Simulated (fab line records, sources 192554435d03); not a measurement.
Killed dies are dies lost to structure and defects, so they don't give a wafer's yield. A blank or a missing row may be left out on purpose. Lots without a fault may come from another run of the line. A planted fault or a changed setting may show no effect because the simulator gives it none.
fab line records | flow n5_finfet | part 1 of 2: steps 1 to 4 of 6
record lots=22 wafers=66 last_day=17
route steps=1938 shown BEOL_M4@1036 BEOL_M5@1130
lots that met no fault: from a run of the same line without faults
start_h: hours from the record's first day to the start of the lot's first wafer shown | wait_h: hours since the lot's step before | " the same as in the row above | L1.1+2: a row that stands for several wafers | - no value, or no start given | * or withheld: withheld | < > ~ a bound
route shown NAME@n: a module of which the file shows steps, and the number in the route of the first | usual: mean/standard deviation of fault-free wafers | same: alike in all rows | chamber/n: place in a boat | sites: the reading at each site | _std_site: their standard deviation | _edge_site: outer sites' mean less inner sites' | radius_mm: how far each site lies from the wafer's centre | mask NAME#n: copy n | behind: the tool/chamber that last shaped the wafer | hold: why the lot was held/for how many hours/how that ended | device: the transistor (n, p or np) that didn't switch | end of line: the same wafers' tests at the end of the route | a step without rows: its recipe alone | killed: dies lost to structure and defects at the first sort, not the wafer's yield | map: a wafer's dies, x killed, . not, _ none there
set.NAME: the setting as run; set.NAME@STEP: as run at that earlier step | model.NAME: the simulator's own value behind a step, which no gauge read
steps of the route over a sample of lots; a table a step, a row a wafer
services: from which hour (start_h, from the record's first day; less than 0 if before it) a tool's chamber was out of use, for how many hours, and why
## steps
# step N5_BEOL_M4_INSPECT_13
# recipe mode=adi inspect_instrument=brightfield
# usual raw_defect_count=438/100
# columns lot.wafer tool chamber start_h wait_h raw_defect_count
L074.2 defect_inspect-02 - 158.75 0.0 524
L074.3 " - " " 556
L074.4 " - " " 351
L075.1 defect_inspect-01 - 158.95 0.1 451
L075.5 " - " " 432
L075.6 " - " " 297
L076.3 defect_inspect-02 - 160.27 0.0 466
L076.4 " - " " 352
L076.6 " - " " 413
L078.1 defect_inspect-02 - 184.54 0.1 415
L078.5 " - " " 406
L078.6 " - " " 271
L077.3 defect_inspect-02 - 184.67 0.0 286
L077.4 " - " " 278
L077.6 " - " " 309
L079.2 defect_inspect-02 - 188.49 0.0 483
L079.4 " - " " 334
L079.6 " - " " 440
L080.4 defect_inspect-01 - 199.20 0.0 258
L080.5 " - " " 306
L080.6 " - " " 335
L083.1 defect_inspect-02 - 205.01 0.1 334
L083.3 " - " " 405
L083.5 " - " " 452
L082.1 defect_inspect-01 - 214.16 0.1 352
L082.3 " - " " 417
L082.5 " - " " 412
L084.3 defect_inspect-02 - 215.69 0.0 493
L084.4 " - " " 544
L084.5 " - " " 437
L085.1 defect_inspect-02 - 219.68 0.1 332
L085.4 " - " " 575
L085.5 " - " " 494
L088.2 defect_inspect-01 - 235.21 0.0 399
L088.4 " - " " 515
L088.6 " - " " 528
L086.2 defect_inspect-01 - 236.50 0.0 308
L086.5 " - " " 388
L086.6 " - " " 334
L087.1 defect_inspect-02 - 245.26 0.1 541
L087.4 " - " " 521
L087.5 " - " " 331
L090.3 defect_inspect-01 - 250.59 0.0 559
L090.5 " - " " 375
L090.6 " - " " 652
L092.3 defect_inspect-02 - 254.56 0.1 553
L092.4 " - " " 547
L092.5 " - " " 467
L091.1 defect_inspect-01 - 258.74 0.1 509
L091.2 " - " " 418
L091.6 " - " " 541
L093.2 defect_inspect-02 - 270.48 0.0 439
L093.4 " - " " 362
L093.5 " - " " 443
L095.1 defect_inspect-01 - 275.46 0.1 561
L095.4 " - " " 672
L095.5 " - " " 682
L094.1 defect_inspect-01 - 282.37 0.1 422
L094.2 " - " " 464
L094.4 " - " " 448
L096.1 defect_inspect-01 - 294.54 0.1 386
L096.2 " - " " 495
L096.3 " - " " 437
L097.1 defect_inspect-01 - 299.92 0.1 412
L097.2 " - " " 354
L097.6 " - " " 380
# step N5_BEOL_M4_ETCH_63
# recipe chemistry=CF4 target=SiARC target_depth_a=156 mask_material=CAR-EUV time_s=26 ion_energy_ev=80 pressure_mtorr=40 source_w=545 bias_w=36 Ar_flow_sccm=100 cf4_flow_sccm=100 ends=cleared
# usual drypump_motor_current_A=5.75/0.29 etch_rf_on_time_s=25.9/1.1 oes_product_au=0.68/0.07 rf_vpp_V=183.9/0.94 showerhead_plenum_p_Torr=2.15/0.053 throttle_valve_pct=15.54/0.24
# columns lot.wafer tool chamber start_h wait_h drypump_motor_current_A etch_rf_on_time_s oes_product_au rf_hours_counter_h rf_vpp_V showerhead_plenum_p_Torr throttle_valve_pct
L074.2 rie_diel-04 2 158.84 0.0 5.49 24.5 0.63 189 184.2 2.21 15.44
L074.3 " 0 " " 6.21 25.1 0.76 36 183.4 2.18 15.24
L074.4 " 1 " " 5.40 27.1 0.59 208 184.5 2.13 15.59
L075.1 rie_diel-01 0 159.04 0.0 5.12 25.0 0.76 28 185.3 2.19 15.46
L075.5 " 2 " " 5.83 27.8 0.57 - 183.7 2.05 16.15
L075.6 " 1 " " 5.56 26.8 0.62 - 183.8 2.21 15.93
L076.3 rie_diel-01 3 160.37 0.0 5.57 26.7 0.72 57 183.9 2.16 15.61
L076.4 " 1 " " 5.57 26.8 0.62 189 184.3 2.21 15.93
L076.6 " 1 " " 5.55 26.5 0.63 - 184.2 2.21 15.93
L078.1 rie_diel-06 1 184.62 0.0 5.91 25.8 0.58 254 184.8 2.21 15.98
L078.5 " 0 " " 5.60 27.1 0.70 - 184.2 2.09 15.19
L078.6 " 3 " " 6.04 26.3 0.69 - 186.3 2.16 15.43
L077.3 rie_diel-04 3 184.76 0.0 6.16 26.1 0.68 81 184.4 2.07 15.38
L077.4 " 1 " " 5.42 27.0 0.59 216 182.6 2.13 15.63
L077.6 " 1 " " 5.43 26.9 0.59 - 184.7 2.13 15.62
L079.2 rie_diel-06 2 188.61 0.0 5.65 24.7 0.71 88 183.8 2.18 15.82
L079.4 " 0 " " 5.59 27.3 0.69 - 183.1 2.09 15.19
L079.6 " 3 " " 6.05 25.9 0.70 - 184.4 2.16 15.42
L080.4 rie_diel-06 3 199.30 0.0 6.04 25.7 0.70 - 183.0 2.15 15.45
L080.5 " 0 " " 5.56 27.1 0.70 - 183.2 2.09 15.20
L080.6 " 2 " " 5.66 24.2 0.72 - 183.1 2.17 15.82
L083.1 rie_diel-06 3 205.13 0.0 6.07 25.9 0.69 110 185.0 2.15 15.45
L083.3 " 0 " " 5.53 26.9 0.69 59 181.8 2.09 15.20
L083.5 " 0 " " 5.55 26.9 0.69 - 183.4 2.09 15.21
L082.1 rie_diel-04 3 214.25 0.0 6.13 26.6 0.66 92 182.6 2.07 15.39
L082.3 " 2 " " 5.47 24.7 0.61 207 183.4 2.21 15.48
L082.5 " 1 " " 5.46 26.8 0.59 - 183.0 2.13 15.61
L084.3 rie_diel-04 2 215.83 0.0 5.51 24.3 0.62 208 184.2 2.21 15.47
L084.4 " 3 " " 6.15 26.4 0.66 92 182.4 2.07 15.39
L084.5 " 0 " " 6.22 24.8 0.75 - 183.9 2.17 15.29
L085.1 rie_diel-01 1 219.76 0.0 5.55 26.2 0.62 211 185.2 2.20 15.96
L085.4 " 2 " " 5.87 26.6 0.82 2 184.7 2.30 15.71
L085.5 " 1 " " 5.55 26.8 0.61 - 185.8 2.20 15.97
L088.2 rie_diel-06 3 235.29 0.0 6.06 25.8 0.68 122 184.8 2.15 15.46
L088.4 " 0 " " 5.58 27.1 0.68 72 182.8 2.08 15.25
L088.6 " 3 " " 6.06 25.7 0.69 - 184.4 2.15 15.46
L086.2 rie_diel-04 3 236.76 0.0 6.14 26.7 0.66 99 183.5 2.06 15.42
L086.5 " 3 " " 6.18 26.3 0.67 - 184.2 2.07 15.41
L086.6 " 0 " " 6.22 25.0 0.73 - 183.8 2.17 15.30
L087.1 rie_diel-06 1 245.40 0.0 5.93 24.3 0.85 3 184.7 2.21 15.45
L087.4 " 0 " " 5.55 27.5 0.67 75 182.7 2.08 15.24
L087.5 " 0 " " 5.57 27.4 0.68 - 184.1 2.08 15.23
L090.3 rie_diel-04 1 250.92 0.0 5.40 27.1 0.57 236 182.5 2.12 15.65
L090.5 " 2 " " 5.46 24.8 0.60 - 184.5 2.20 15.50
L090.6 " 1 " " 5.41 27.2 0.57 - 183.9 2.12 15.65
L092.3 rie_diel-06 3 254.65 0.0 6.05 25.8 0.68 128 185.0 2.15 15.47
L092.4 " 0 " " 5.55 27.0 0.67 79 183.3 2.08 15.23
L092.5 " 1 " " 5.94 23.7 0.85 - 185.1 2.20 15.48
L091.1 rie_diel-06 3 258.82 0.0 6.02 26.0 0.68 129 183.3 2.15 15.47
L091.2 " 1 " " 5.94 24.1 0.85 8 182.9 2.20 15.47
L091.6 " 3 " " 6.04 26.1 0.68 - 184.8 2.15 15.46
L093.2 rie_diel-06 1 270.57 0.0 5.96 24.0 0.83 13 184.0 2.20 15.50
L093.4 " 0 " " 5.63 26.9 0.67 84 182.3 2.08 15.27
L093.5 " 0 " " 5.59 27.1 0.67 - 183.0 2.08 15.26
L095.1 rie_diel-04 1 275.55 0.0 5.45 27.1 0.57 244 182.7 2.12 15.67
L095.4 " 0 " " 6.18 25.4 0.71 76 184.9 2.16 15.32
L095.5 " 1 " " 5.42 27.1 0.57 - 183.9 2.12 15.68
L094.1 rie_diel-04 2 282.65 0.0 5.48 25.0 0.59 231 184.1 2.20 15.51
L094.2 " 1 " " 5.42 26.8 0.57 247 185.4 2.12 15.68
L094.4 " 2 " " 5.48 25.0 0.59 - 185.8 2.20 15.51
L096.1 rie_diel-06 3 294.64 0.0 6.04 25.7 0.67 141 183.3 2.14 15.51
L096.2 " 1 " " 5.90 24.1 0.81 21 184.6 2.20 15.51
L096.3 " 0 " " 5.54 27.7 0.65 92 182.1 2.08 15.26
L097.1 rie_diel-06 3 300.00 0.0 6.03 25.7 0.68 144 184.6 2.14 15.51
L097.2 " 2 " " 5.68 24.8 0.68 130 184.0 2.16 15.90
L097.6 " 1 " " 5.94 24.1 0.80 - 184.6 2.20 15.51
# step N5_BEOL_M4_STRIP_66
# recipe chemistry=CF4 resist=SiARC power_w=300 bias_power_w=75 pressure_mtorr=50 cf4_flow_sccm=150 rf_frequency_hz=6e+07
# usual drypump_motor_current_A=5.74/0.29 oes_product_au=0.78/0.072 power_w=300.1/0.88 rf_vpp_V=271.2/1.2 showerhead_plenum_p_Torr=1.80/0.048 throttle_valve_pct=13.51/0.25
# columns lot.wafer tool chamber start_h wait_h drypump_motor_current_A oes_product_au power_w rf_hours_counter_h rf_vpp_V showerhead_plenum_p_Torr throttle_valve_pct
L074.2 rie_diel-04 2 159.00 0.0 5.46 0.70 301.5 189 274.2 1.86 13.45
L074.3 " 0 " " 6.20 0.86 300.3 36 270.3 1.83 13.20
L074.4 " 1 " " 5.43 0.70 300.6 208 270.5 1.79 13.61
L075.1 rie_diel-01 0 159.20 0.0 5.12 0.87 299.5 28 271.8 1.85 13.47
L075.5 " 2 " " 5.84 0.69 301.7 - 270.2 1.70 14.07
L075.6 " 1 " " 5.56 0.73 300.3 - 272.2 1.87 13.95
L076.3 rie_diel-01 3 160.53 0.0 5.55 0.84 299.4 57 271.4 1.82 13.60
L076.4 " 1 " " 5.56 0.73 300.3 189 272.2 1.87 13.96
L076.6 " 1 " " 5.56 0.73 301.1 - 271.7 1.87 13.96
L078.1 rie_diel-06 1 184.78 0.0 5.91 0.67 300.3 254 271.3 1.84 13.93
L078.5 " 0 " " 5.61 0.83 300.4 - 267.9 1.75 13.16
L078.6 " 3 " " 6.04 0.81 298.7 - 271.2 1.80 13.40
L077.3 rie_diel-04 3 184.92 0.0 6.15 0.78 299.3 81 271.2 1.71 13.26
L077.4 " 1 " " 5.41 0.69 299.2 216 270.8 1.78 13.63
L077.6 " 1 " " 5.39 0.69 300.3 - 270.8 1.78 13.65
L079.2 rie_diel-06 2 188.77 0.0 5.64 0.81 299.8 88 270.6 1.82 13.74
L079.4 " 0 " " 5.54 0.83 298.6 - 269.8 1.75 13.16
L079.6 " 3 " " 6.04 0.81 299.4 - 270.8 1.80 13.40
L080.4 rie_diel-06 3 199.45 0.0 6.03 0.80 299.8 - 273.6 1.80 13.40
L080.5 " 0 " " 5.57 0.82 299.9 - 270.6 1.75 13.16
L080.6 " 2 " " 5.67 0.80 299.6 - 270.0 1.82 13.76
L083.1 rie_diel-06 3 205.29 0.0 6.05 0.80 299.4 110 272.0 1.80 13.40
L083.3 " 0 " " 5.51 0.82 300.3 59 270.6 1.75 13.19
L083.5 " 0 " " 5.55 0.81 299.1 - 271.0 1.75 13.17
L082.1 rie_diel-04 3 214.41 0.0 6.16 0.78 301.2 92 268.9 1.71 13.29
L082.3 " 2 " " 5.44 0.69 300.1 207 272.7 1.85 13.50
L082.5 " 1 " " 5.41 0.69 301.3 - 271.1 1.78 13.65
L084.3 rie_diel-04 2 215.99 0.0 5.47 0.68 300.2 208 274.4 1.85 13.49
L084.4 " 3 " " 6.14 0.77 300.3 92 270.3 1.71 13.31
L084.5 " 0 " " 6.21 0.83 301.7 - 271.9 1.82 13.27
L085.1 rie_diel-01 1 219.92 0.0 5.55 0.72 299.8 211 272.5 1.86 14.02
L085.4 " 2 " " 5.81 0.96 300.4 3 272.2 1.91 13.56
L085.5 " 1 " " 5.56 0.71 299.7 - 271.0 1.86 14.01
L088.2 rie_diel-06 3 235.45 0.0 6.03 0.79 299.2 122 270.7 1.80 13.44
L088.4 " 0 " " 5.57 0.80 302.2 72 271.1 1.75 13.21
L088.6 " 3 " " 6.03 0.79 300.7 - 271.8 1.80 13.44
L086.2 rie_diel-04 3 236.92 0.0 6.16 0.77 300.3 99 269.3 1.71 13.31
L086.5 " 3 " " 6.14 0.77 301.0 - 271.2 1.71 13.31
L086.6 " 0 " " 6.21 0.83 299.7 - 272.9 1.82 13.28
L087.1 rie_diel-06 1 245.56 0.0 5.91 0.94 300.6 3 271.3 1.84 13.36
L087.4 " 0 " " 5.57 0.80 301.4 75 269.6 1.75 13.21
L087.5 " 0 " " 5.59 0.80 299.8 - 269.8 1.75 13.21
L090.3 rie_diel-04 1 251.08 0.0 5.45 0.68 299.7 236 271.4 1.78 13.67
L090.5 " 2 " " 5.43 0.68 302.4 - 272.4 1.85 13.52
L090.6 " 1 " " 5.46 0.68 299.9 - 270.6 1.78 13.68
L092.3 rie_diel-06 3 254.81 0.0 6.04 0.79 300.6 128 270.8 1.80 13.46
L092.4 " 0 " " 5.57 0.80 300.5 79 270.7 1.74 13.21
L092.5 " 1 " " 5.91 0.94 300.7 - 271.2 1.84 13.38
L091.1 rie_diel-06 3 258.98 0.0 6.05 0.78 300.2 129 271.4 1.80 13.47
L091.2 " 1 " " 5.90 0.93 301.3 8 272.8 1.84 13.38
L091.6 " 3 " " 6.05 0.78 299.6 - 271.1 1.80 13.45
L093.2 rie_diel-06 1 270.73 0.0 5.93 0.92 300.4 13 271.0 1.84 13.38
L093.4 " 0 " " 5.55 0.79 299.8 84 271.0 1.74 13.22
L093.5 " 0 " " 5.49 0.79 300.4 - 270.8 1.74 13.22
L095.1 rie_diel-04 1 275.71 0.0 5.44 0.68 300.5 244 271.6 1.78 13.70
L095.4 " 0 " " 6.21 0.81 300.0 76 271.4 1.82 13.31
L095.5 " 1 " " 5.41 0.68 299.7 - 269.6 1.78 13.70
L094.1 rie_diel-04 2 282.81 0.0 5.43 0.67 299.7 232 274.0 1.84 13.55
L094.2 " 1 " " 5.41 0.67 300.6 247 270.9 1.78 13.70
L094.4 " 2 " " 5.46 0.68 300.2 - 271.8 1.84 13.55
L096.1 rie_diel-06 3 294.80 0.0 6.02 0.77 299.6 142 273.1 1.79 13.50
L096.2 " 1 " " 5.91 0.90 300.9 21 272.0 1.84 13.40
L096.3 " 0 " " 5.54 0.78 300.4 93 268.7 1.74 13.26
L097.1 rie_diel-06 3 300.16 0.0 6.04 0.77 299.9 144 271.9 1.79 13.49
L097.2 " 2 " " 5.66 0.77 299.5 130 271.1 1.81 13.86
L097.6 " 1 " " 5.92 0.90 299.5 - 272.6 1.83 13.42
# step N5_BEOL_M4_DESCUM_33
# recipe chemistry=O2 time_s=7 source_power_w=50 bias_power_w=20 pressure_mtorr=20 rf_frequency_hz=2.712e+07 temp_c=40 resist=CAR-EUV o2_flow_sccm=225
# usual drypump_motor_current_A=5.7/0.32 oes_product_au=0.77/0.08 rf_vpp_V=243.4/1.2 showerhead_plenum_p_Torr=2.10/0.06 throttle_valve_pct=20.38/0.28
# columns lot.wafer tool chamber start_h wait_h drypump_motor_current_A oes_product_au rf_hours_counter_h rf_vpp_V showerhead_plenum_p_Torr throttle_valve_pct
L074.2 rie_diel-06 2 159.84 0.0 5.7 0.84 78 244.5 2.10 20.48
L074.3 " 1 " " 5.9 0.67 244 245.0 2.12 20.50
L074.4 " 2 " " 5.6 0.84 - 244.6 2.10 20.49
L075.1 rie_diel-01 2 160.08 0.1 5.9 0.68 236 241.0 1.96 20.80
L075.5 " 1 " " 5.5 0.74 - 245.2 2.18 20.88
L075.6 " 2 " " 5.8 0.68 - 242.2 1.96 20.80
L076.3 rie_diel-01 2 161.39 0.0 5.9 0.68 236 241.8 1.96 20.78
L076.4 " 3 " " 5.5 0.86 57 243.6 2.13 20.61
L076.6 " 2 " " 5.8 0.68 - 240.7 1.96 20.78
L078.1 rie_diel-01 1 185.47 0.0 5.5 0.74 196 243.0 2.17 20.89
L078.5 " 3 " " 5.5 0.85 - 243.8 2.13 20.62
L078.6 " 1 " " 5.6 0.74 - 244.6 2.17 20.89
L077.3 rie_diel-04 3 186.03 0.0 6.1 0.79 81 242.1 2.03 20.26
L077.4 " 2 " " 5.5 0.71 197 245.0 2.12 19.95
L077.6 " 1 " " 5.4 0.68 - 242.7 2.08 20.38
L079.2 rie_diel-04 0 189.74 0.2 6.2 0.87 47 243.8 2.14 20.21
L079.4 " 1 " " 5.4 0.69 218 242.2 2.08 20.39
L079.6 " 2 " " 5.5 0.71 - 244.2 2.12 19.94
L080.4 rie_diel-04 2 200.18 0.0 5.5 0.71 202 244.1 2.12 19.96
L080.5 " 3 " " 6.1 0.78 - 241.2 2.03 20.26
L080.6 " 2 " " 5.5 0.70 - 243.1 2.12 19.97
L083.1 rie_diel-04 2 206.08 0.0 5.5 0.70 203 243.9 2.12 19.99
L083.3 " 3 " " 6.2 0.80 88 240.2 2.03 20.27
L083.5 " 2 " " 5.5 0.71 - 244.1 2.12 19.95
L082.1 rie_diel-06 3 215.22 0.0 6.1 0.80 115 244.4 2.10 20.25
L082.3 " 0 " " 5.6 0.81 65 241.2 2.01 19.80
L082.5 " 2 " " 5.7 0.81 - 245.0 2.10 20.51
L084.3 rie_diel-01 3 216.77 0.0 5.5 0.82 80 243.6 2.13 20.64
L084.4 " 2 " " 5.9 0.99 1 246.2 2.22 20.49
L084.5 " 1 " " 5.6 0.73 - 243.9 2.17 20.89
L085.1 rie_diel-01 2 220.80 0.0 5.9 0.98 3 244.3 2.22 20.49
L085.4 " 3 " " 5.6 0.83 82 242.8 2.12 20.65
L085.5 " 0 " " 5.1 0.85 - 242.8 2.14 20.38
L088.2 rie_diel-04 1 236.24 0.0 5.4 0.67 230 243.3 2.08 20.39
L088.4 " 2 " " 5.5 0.69 214 242.8 2.12 19.98
L088.6 " 3 " " 6.1 0.77 - 242.5 2.03 20.27
L086.2 rie_diel-04 0 237.59 0.0 6.2 0.86 64 244.4 2.13 20.23
L086.5 " 3 " " 6.2 0.78 - 243.1 2.03 20.27
L086.6 " 0 " " 6.2 0.86 - 243.8 2.13 20.23
L087.1 rie_diel-04 1 246.23 0.0 5.4 0.68 233 244.0 2.07 20.42
L087.4 " 0 " " 6.2 0.85 67 243.1 2.13 20.24
L087.5 " 3 " " 6.2 0.78 - 242.0 2.02 20.29
L090.3 rie_diel-01 1 251.75 0.0 5.6 0.72 223 243.8 2.16 20.92
L090.5 " 3 " " 5.5 0.80 - 243.9 2.12 20.65
L090.6 " 0 " " 5.1 0.82 - 244.7 2.14 20.39
L092.3 rie_diel-06 3 255.58 0.0 6.0 0.79 128 244.2 2.10 20.27
L092.4 " 2 " " 5.7 0.80 115 243.8 2.09 20.54
L092.5 " 0 " " 5.6 0.80 - 241.5 2.01 19.83
L091.1 rie_diel-04 3 259.87 0.0 6.2 0.76 109 242.8 2.02 20.31
L091.2 " 2 " " 5.5 0.68 223 244.9 2.11 19.98
L091.6 " 0 " " 6.2 0.83 - 243.8 2.13 20.26
L093.2 rie_diel-01 2 271.98 0.0 5.8 0.90 21 246.2 2.21 20.53
L093.4 " 1 " " 5.5 0.71 231 243.8 2.16 20.94
L093.5 " 2 " " 5.8 0.90 - 244.9 2.21 20.55
L095.1 rie_diel-04 3 276.78 0.0 6.1 0.76 114 243.9 2.02 20.30
L095.4 " 1 " " 5.4 0.67 - 241.4 2.07 20.41
L095.5 " 3 " " 6.2 0.77 - 242.5 2.02 20.31
L094.1 rie_diel-04 3 283.65 0.0 6.1 0.76 117 243.1 2.02 20.30
L094.2 " 1 " " 5.4 0.67 247 243.6 2.07 20.44
L094.4 " 2 " " 5.5 0.68 - 244.4 2.11 20.00
L096.1 rie_diel-04 0 296.66 0.7 6.2 0.82 79 243.1 2.13 20.26
L096.2 " 3 " " 6.1 0.75 120 241.6 2.02 20.32
L096.3 " 1 " " 5.4 0.67 253 242.1 2.07 20.43
L097.1 rie_diel-06 2 300.83 0.0 5.6 0.78 130 243.2 2.09 20.56
L097.2 " 1 " " 5.9 0.93 24 243.6 2.11 20.14
L097.6 " 2 " " 5.7 0.78 - 243.8 2.09 20.57
